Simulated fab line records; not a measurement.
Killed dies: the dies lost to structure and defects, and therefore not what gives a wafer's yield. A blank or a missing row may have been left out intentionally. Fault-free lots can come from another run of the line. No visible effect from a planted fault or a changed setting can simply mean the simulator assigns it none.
Chamber matching | flow n5_finfet | N5_BEOL_M5_CMP_52 on cmp-02 has 4 sister chambers
The step polishes, stops on SiCOH lowk, t overpolish 6.9 s, target thk 62 nm. 8 wafers are shown with their chamber, then 9 later ones without.

== WAFERS PAIRED WITH THEIR CHAMBERS ==
wafer  | chamber | motor_current_A (A) | time_to_endpoint_s (s)
L837.4 | 2       | 5.8                 | 60
L837.5 | 1       | 5.6                 | 61
L842.3 | 0       | 5.7                 | 60
L842.5 | 3       | 6.1                 | 61
L842.6 | 2       | 5.6                 | 60
L844.1 | 3       | 6.3                 | 61
L844.3 | 1       | 5.9                 | 60
L844.4 | 0       | 5.8                 | 59

== WAFERS WITH NO CHAMBER GIVEN ==
wafer  | motor_current_A (A) | time_to_endpoint_s (s)
L851.1 | 5.8                 | 63
L851.5 | 5.6                 | 61
L851.6 | 6.3                 | 64
L853.1 | 5.8                 | 63
L853.3 | 5.9                 | 65
L853.6 | 5.5                 | 58
L854.1 | 6.0                 | 63
L854.2 | 6.0                 | 64
L854.4 | 5.8                 | 58

== THE CHAMBER EACH PASSED THROUGH ==
wafer  | from the rows above          | in truth
L851.1 | can't be placed: 3 or 1 or 2 | 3
L851.5 | can't be placed: 1 or 2 or 0 | 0
L851.6 | can't be placed: 3 or 1      | 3
L853.1 | can't be placed: 3 or 1 or 2 | 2
L853.3 | can't be placed: 3 or 1 or 2 | 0
L853.6 | can't be placed: 0 or 2 or 1 | 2
L854.1 | can't be placed: 3 or 1      | 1
L854.2 | can't be placed: 3 or 1      | 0
L854.4 | can't be placed: 0 or 2 or 1 | 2
0 of 9 placed correctly. These rows do not allow placing 9 (true chamber among the candidates in 7). Number placed wrongly: 0.
How it was worked out, from the rows above alone: a wafer's distance from a chamber is the root of the sum, over the readings, of the square of ((its reading less the chamber's mean) divided by the reading's scatter). The wafer belongs to the nearest chamber; if the next one is less than 2 further off, it can't be placed. For every chamber, the mean is computed from those of its wafers that are shown. The scatter: the root of (the sum of the squares of (reading less its chamber's mean) over the shown wafers, divided by (wafers less chambers)).
